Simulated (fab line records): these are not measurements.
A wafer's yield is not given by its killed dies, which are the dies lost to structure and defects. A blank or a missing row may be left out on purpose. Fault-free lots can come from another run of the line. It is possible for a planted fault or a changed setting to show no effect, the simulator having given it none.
Matching of chambers ; flow n5Finfet ; N5_BEOL_M7_ETCH_65 on rieDiel-06 has 4 sister chambers
The step etches SiARC in CF4, target depth 15.6 nm, time 26 s. 4 wafers are shown with their chamber, then 7 later ones without.

## WAFERS WITH THEIR CHAMBER
wafer;chamber;showerheadPlenumPTorr (Torr)
L637.6;0;2.13
L638.1;1;2.11
L646.1;2;2.21
L646.5;3;2.25

## WAFERS WITH NO CHAMBER GIVEN
wafer;showerheadPlenumPTorr (Torr)
L646.6;2.21
L645.1;2.21
L645.2;2.25
L645.4;2.25
L649.3;2.20
L649.5;2.25
L649.6;2.20

## WHICH CHAMBER EACH WENT THROUGH
wafer;from the rows above;in truth
L646.6;2;2
L645.1;2;2
L645.2;3;3
L645.4;3;3
L649.3;2;2
L649.5;3;3
L649.6;2;2
Placed correctly: 7 of 7. From these rows, 0 cannot be placed. 0 placed wrongly.
How it was worked out, from the rows above alone: a wafer's distance from a chamber is the root of the sum, over the readings, of the square of ((its reading less the chamber's mean) divided by the reading's scatter). The wafer belongs to the nearest chamber; if the next one is less than 2 further off, it can't be placed. The mean given for a chamber averages the wafers shown for that chamber. The scatter: root of mean squared gap, hidden wafer to nearest shown wafer, with one shown wafer a chamber.
